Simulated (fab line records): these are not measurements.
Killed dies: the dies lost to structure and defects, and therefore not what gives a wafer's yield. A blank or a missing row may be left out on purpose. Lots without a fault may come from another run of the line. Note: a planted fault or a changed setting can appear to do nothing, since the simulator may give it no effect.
8D (eight disciplines) problem report, filled in by code | flow nand-harc | the parts of the form that need people (team, actions taken, sign-off) are left out

## 1. WHAT IS WRONG
NHARC_END_SORT_01, killed-dies: mean 339 over 1 wafer from 1 lot; wafers with no fault: 67, standard deviation 17. That is +16 standard deviations from the usual mean.
Seen first at day 28 20:34 on prober-01, wafer L578.3. The record holds 3 wafers of 1 lot with a number at this step. By rule, "out" or "out of limits" means more than 4 standard deviations away from the usual mean. The other wafers with a number count as sound.

## 2. WHAT IT IS, AND WHAT IT ISN'T
question                    | is                           | is not
which readings at this step | killed-dies, killed-at-array | killed-at-other, killed-at-periphery, killed-open, killed-short
which lots                  | L578                         | -
which wafers of those lots  | L578.3                       | L578.1, L578.2
read on which gauges        | prober-01                    | -
when                        | from day 28 20:34            | up to then (2 sound wafers)

## 3. SUSPECTS, AND WHAT RULES EACH OUT
Counting: any tool at a process step up to the reading remains a suspect provided it ran every lot that is out. Sound lots after the first of them don't rule it out here, since some wafers of a struck lot are sound.
- the gauge at NHARC_END_SORT_01: kept. All the wafers that are out were read on prober-01, and no step on other tools shows them out.
- cmp-02 at NHARC_A_STAIRCASE_CMP_450 (polishes SiO2, target thk 200 nm): kept. It ran the lot that is out, L578 (day 23 05:39).
- rie-diel-04 at NHARC_THIN_TSV_DESCUM_14 (chemistry O2, time 3 s): kept. It ran the lot that is out, L578 (day 28 05:27).
- pvd-sputter-02 at NHARC_THIN_TSV_DEGAS_49 (time 120 s): kept. It ran the lot that is out, L578 (day 28 08:11).
- pvd-sputter-02 at NHARC_THIN_TSV_PRE_CLEAN_50 (time 30 s): kept. It ran the lot that is out, L578 (day 28 18:57). With no start given for some of its lots, NHARC_THIN_TSV_PRE_CLEAN_50 uses the hours and lot order of NHARC_END_SORT_01.
- In cmp-02 at NHARC_A_STAIRCASE_CMP_450, the wafers that are out were processed in chamber 0 and their sound lot-mates in chambers 1, 2.
- In rie-diel-04 at NHARC_THIN_TSV_DESCUM_14, the wafers that are out were processed in chamber 2 and their sound lot-mates in chambers 1, 3.
Left after counting: cmp-02 at NHARC_A_STAIRCASE_CMP_450, rie-diel-04 at NHARC_THIN_TSV_DESCUM_14, pvd-sputter-02 at NHARC_THIN_TSV_DEGAS_49, pvd-sputter-02 at NHARC_THIN_TSV_PRE_CLEAN_50, prober-01 at NHARC_END_SORT_01.

## 4. THE CAUSE (what the simulator had put in)
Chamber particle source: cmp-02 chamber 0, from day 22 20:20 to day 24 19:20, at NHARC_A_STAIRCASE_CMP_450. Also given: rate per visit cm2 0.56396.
Counting left 5 suspects, and this tool is among them.

## 5. THE CHAIN OF EFFECTS, in route order
Rows list readings where the struck wafers' mean (over those with a number) sits beyond 3 standard deviations from the usual. Scope: only readings with a usual standard deviation given in the record; hours: median across lots of the time from each lot's start at the first step in this table that gives one to its start at this step; sigmas: change in usual standard deviations.
hours | step              | reading         | usual | on struck wafers | change | sigmas
0     | NHARC_END_SORT_01 | killed-at-array | 62    | 335              | +273   | +15
0     | NHARC_END_SORT_01 | killed-dies     | 67    | 339              | +272   | +16

## 6. WHAT WOULD HAVE CAUGHT IT SOONER
Counted from the fault's start at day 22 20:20, it took 144 hours until the first out-of-limits reading at a measuring or inspecting step in this record, taken at day 28 20:34.
An alarm limit of 4 standard deviations would not have fired on the tool readings at NHARC_A_STAIRCASE_CMP_450 for which the record gives a usual standard deviation, since none of them was out on any struck wafer.
By day 28 20:34 the whole set of lots that are out, 1 in number, had already begun NHARC_A_STAIRCASE_CMP_450 on cmp-02. Holding the tool at that point would not have protected any of them.
